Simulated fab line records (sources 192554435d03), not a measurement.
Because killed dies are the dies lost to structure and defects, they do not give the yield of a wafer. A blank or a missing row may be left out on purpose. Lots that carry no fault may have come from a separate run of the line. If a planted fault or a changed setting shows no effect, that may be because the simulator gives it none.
A struck lot beside a sound one | flow n5 finfet | 20 steps out of a route of 1938
Sound: the wafers L711.2, L711.4, L711.5. Struck: wafer L717.6 (left out: L717.2, a lot-mate that was not struck); the cause follows at the end.
Per side, at each step with rows, come the tool, then ch with its chambers, and then its first start. Under that, the readings that differ: sound wafers | struck wafers | difference of the means | sigmas: that difference in standard deviations of wafers without a fault.
alike: a reading whose means differ by less than 2 such deviations, as well as words and numbers matching on both sides. not compared: withheld readings; readings where some wafer has no value; bounds like >300 that might hide an equal value; numbers whose values overlap and for which the record gives no deviation.
The two part at a step that has a row with sigmas, a row that says differs or no value, or rows on one side only. When numbers do not overlap yet have no deviation, they are printed without sigmas and do not part them. Lack of a reading on every wafer of one side parts them only where that side has two or more wafers.

first, 7 steps without rows for these wafers: N5_BEOL_M14_COAT_22 (resist thk 300 nm); N5_BEOL_M14_EBR_24; N5_BEOL_M14_SOFTBAKE_23 (time 60 s); N5_BEOL_M14_EXPOSE_25 (exposes mask M14, target cd 280 nm); N5_BEOL_M14_PEB_26 (peb time 90 s); N5_BEOL_M14_DEVELOP_27 (develop time 45 s); N5_BEOL_M14_HARDBAKE_32 (time 120 s).
N5_BEOL_M14_CD_MEAS_28: the cd target is 284.4 nm.
  sound on cd sem-01 ch 0, day 13 23:26; struck on cd sem-02 ch 0, day 15 07:16
  alike: cd nm
N5_BEOL_M14_OVL_MEAS_29:
  sound on overlay-01 ch 0, day 13 23:28; struck on overlay-02 ch 0, day 15 07:17
  alike: M14_OVL
N5_BEOL_M14_INSPECT_30: inspects for defects (macro).
  sound on defect inspect-01 at day 13 23:29; struck on defect inspect-02 at day 15 07:19
  alike: raw defect count
N5_BEOL_M14_DESCUM_33: chemistry O2, time 7.9 s.
  sound on rie diel-05 ch 1,2, day 13 23:31; struck on rie diel-05 ch 3, day 15 07:22
  alike: drypump motor current A, o2 flow sccm, oes product au, rf vpp V, showerhead plenum p Torr, throttle valve pct
  not compared: rf hours counter h
N5_BEOL_M14_ETCH_67: etches SiARC in CF4, target depth 143 nm, time 238.3 s.
  sound on rie diel-05 ch 1,2, day 13 23:33; struck on rie diel-05 ch 3, day 15 07:24
  reading                     | sound       | struck | difference | sigmas
  drypump motor current A (A) | 6.7 6.3 6.7 | 5.4    | -1.2       | -2
  alike: etch rf on time s, oes product au, rf vpp V, showerhead plenum p Torr, throttle valve pct
  not compared: rf hours counter h
N5_BEOL_M14_ETCH_68: etches SOC in N2/H2, time 450 s.
  sound on rie diel-05 ch 1,2, day 13 23:41; struck on rie diel-05 ch 3, day 15 07:33
  reading                                     | sound           | struck | difference | sigmas
  oes product au (a.u.)                       | 0.73 0.68 0.73  | 1.10   | +0.39      | +4
  model.SiARC_of_BEOL_M14_COAT_66.thk nm (nm) | 66 65.8 66      | 37.6   | -28.3      |
  model.BEOL_M14.cd nm (nm)                   | 277.4 280 279.8 | 295.6  | +16.5      |
  alike: drypump motor current A, rf vpp V, showerhead plenum p Torr, throttle valve pct
  not compared: rf hours counter h
then, 1 step without rows for these wafers: N5_BEOL_M14_STRIP_69 (strips in N2/H2).
N5_BEOL_M14_TRENCH_ETCH_34: etches SiO2 in C4F8/O2/Ar, target depth 556.65 nm, time 126.9 s.
  sound on rie diel-05 ch 1,2, day 13 23:58; struck on rie diel-05 ch 3, day 15 07:49
  reading                     | sound       | struck | difference | sigmas
  drypump motor current A (A) | 6.7 6.2 6.7 | 5.4    | -1.1       | -2
  alike: oes_f_703_au, oes product au, rf vpp V, showerhead plenum p Torr, throttle valve pct
  not compared: rf hours counter h
then, 1 step without rows for these wafers: N5_BEOL_M14_STRIP_70 (strips in C4F8/O2/Ar).
N5_BEOL_M14_OCD_MEAS_35:
  sound on ocd-01 at day 14 00:08; struck on ocd-02 at day 15 07:59
  alike: trench depth nm
N5_BEOL_M14_STRIP_37: strips in O2.
  sound on rie diel-06 ch 0,3, day 14 01:14; struck on rie diel-02 ch 3, day 15 11:35
  reading               | sound          | struck | difference | sigmas
  oes product au (a.u.) | 0.69 0.94 0.69 | 0.97   | +0.20      | +2
  alike: drypump motor current A, o2 flow sccm, rf vpp V, showerhead plenum p Torr, throttle valve pct
  not compared: rf hours counter h
N5_BEOL_M14_ETCH_38: etches SiCN in CF4/N2, target depth 106.5 nm, time 120.6 s.
  sound on rie diel-06 ch 0,3; struck on rie diel-02 ch 3
  reading                   | sound             | struck | difference | sigmas
  oes product au (a.u.)     | 0.69 0.94 0.68    | 0.98   | +0.21      | +2
  model.BEOL_M14.cd nm (nm) | 277.4 279.8 279.8 | 295.2  | +16.2      |
  alike: drypump motor current A, rf vpp V, showerhead plenum p Torr, throttle valve pct
  not compared: rf hours counter h
then, 1 step without rows for these wafers: N5_BEOL_M14_PRECLEAN_39 (cleans in residue remover, time 60 s).

== WHERE THEY PART ==
At N5_BEOL_M14_ETCH_67 first; at N5_BEOL_M14_ETCH_38 last (within this record only).

WHY: what had been put in by the simulator
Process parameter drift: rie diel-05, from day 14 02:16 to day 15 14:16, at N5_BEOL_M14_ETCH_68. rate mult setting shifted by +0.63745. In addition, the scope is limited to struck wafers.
